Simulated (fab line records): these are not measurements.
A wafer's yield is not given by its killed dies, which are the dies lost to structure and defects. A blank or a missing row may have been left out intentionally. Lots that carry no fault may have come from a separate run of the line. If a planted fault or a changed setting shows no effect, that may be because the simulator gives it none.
The tool behind it: which one? + flow n5 finfet + 18 wafers sampled from 6 lots at 1 step of a route of 1938

== WHAT EACH GAUGE READ, for each wafer ==
N5_BEOL_M13_CD_MEAS_17 targets a cd of 190 nm.
| lot  | measured     | on        | cd nm (nm)        |
|------|--------------|-----------|-------------------|
| L723 | day 12 13:31 | cd sem-03 | 191.6 193.6 192.2 |
| L729 | day 13 17:23 | cd sem-01 | 188.2 189.1 189.6 |
| L730 | day 13 18:16 | cd sem-03 | 191.9 192.9 193.4 |
| L733 | day 15 04:37 | cd sem-01 | 188.8 188.4 190.1 |
| L743 | day 17 15:53 | cd sem-03 | 192.1 188.8 191.3 |
| L745 | day 18 07:50 | cd sem-02 | 187.0 186.8 187.4 |

== WHICH TOOL RAN EACH LOT (tool, then ch and the chambers of the sampled wafers, then the start) ==
Record: no process step prior to these readings.

== THE ANSWER, worked out from the rows above alone ==
Rule: what is usual is taken from the lots themselves. The widest of any qualifying gaps counts: lots, ordered by their means at a reading, are off when they make up no more than a third of the lots, leave a main group of 4 or more, and stand apart from it by 3 or more times the standard deviation of that group's means. Not used: any main group whose means are identical at the precision the tables above print for the reading. Also off: a lot with no number at a reading for which 4 or more lots have one. Any other lot the step has rows for is counted as sound.
No lot is off on any of the readings shown, so nothing can be concluded from this.

== WHAT HAD BEEN PUT IN BY THE SIMULATOR ==
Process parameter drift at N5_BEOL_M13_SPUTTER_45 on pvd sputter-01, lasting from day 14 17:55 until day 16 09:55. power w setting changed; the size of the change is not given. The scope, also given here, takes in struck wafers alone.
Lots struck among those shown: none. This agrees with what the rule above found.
